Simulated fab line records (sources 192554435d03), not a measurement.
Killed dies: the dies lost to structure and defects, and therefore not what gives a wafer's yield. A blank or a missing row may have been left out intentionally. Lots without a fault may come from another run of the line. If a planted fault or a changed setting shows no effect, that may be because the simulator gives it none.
Matching of chambers	flow n5-finfet	4 sister chambers for N5_BEOL_M1_STRIP_36 on rie-diel-06
The step strips in N2/H2. 22 wafers are shown with their chamber, then 11 later ones without.

## WAFERS WITH THEIR CHAMBER
wafer	chamber	drypump-motor-current-A (A)	showerhead-plenum-p-Torr (Torr)	throttle-valve-pct (%)
L074.1	1	5.2	2.47	23.50
L074.4	3	5.8	2.46	23.72
L074.6	0	6.2	2.52	23.61
L076.1	1	5.2	2.46	23.49
L076.2	0	6.2	2.52	23.61
L076.3	3	5.8	2.46	23.72
L076.4	3	5.9	2.46	23.72
L076.5	1	5.2	2.46	23.52
L076.6	0	6.2	2.52	23.61
L079.4	3	5.8	2.46	23.73
L079.5	3	5.9	2.46	23.73
L079.6	2	6.6	2.50	23.74
L080.2	1	5.2	2.46	23.52
L080.3	2	6.6	2.50	23.77
L080.6	2	6.6	2.50	23.78
L082.1	0	6.2	2.52	23.61
L082.5	3	5.8	2.45	23.73
L082.6	2	6.6	2.50	23.81
L084.2	2	6.6	2.50	23.78
L084.3	0	6.2	2.52	23.62
L084.5	0	6.2	2.52	23.60
L086.1	2	6.6	2.49	23.82

SIGNATURES (averages over the wafers above)
reading	chamber 0	chamber 1	chamber 2	chamber 3	scatter within a chamber
drypump-motor-current-A	6.200	5.200	6.600	5.833	0.0272
showerhead-plenum-p-Torr	2.5200	2.4625	2.4983	2.4583	0.00366
throttle-valve-pct	23.6100	23.5075	23.7833	23.7250	0.0169
Rule: a wafer's distance from a chamber is the root of the sum, over the readings, of the square of ((its reading less the chamber's mean) divided by the reading's scatter). If the next closest chamber is less than 2 further off than the closest, the wafer can't be placed; otherwise it belongs to the closest. The scatter: take each reading less its chamber's mean, square it, sum over the shown wafers, divide by the number of wafers less the number of chambers, and take the root.

## WAFERS MISSING THEIR CHAMBER
wafer	drypump-motor-current-A (A)	showerhead-plenum-p-Torr (Torr)	throttle-valve-pct (%)
L086.4	6.2	2.52	23.61
L086.5	6.2	2.52	23.60
L087.4	5.2	2.46	23.52
L087.5	6.6	2.49	23.76
L087.6	5.8	2.45	23.75
L089.3	6.6	2.49	23.79
L089.4	5.8	2.45	23.75
L089.6	5.8	2.45	23.76
L095.1	6.3	2.51	23.64
L095.3	5.8	2.44	23.79
L095.6	6.3	2.51	23.67

## CHAMBER TAKEN BY EACH
wafer	from the rows above	in truth
L086.4	0	0
L086.5	0	0
L087.4	1	1
L087.5	2	2
L087.6	3	3
L089.3	2	2
L089.4	3	3
L089.6	3	3
L095.1	0	0
L095.3	3	3
L095.6	0	0
11 of 11 placed correctly. Can't be placed from these rows: 0. 0 placed wrongly.
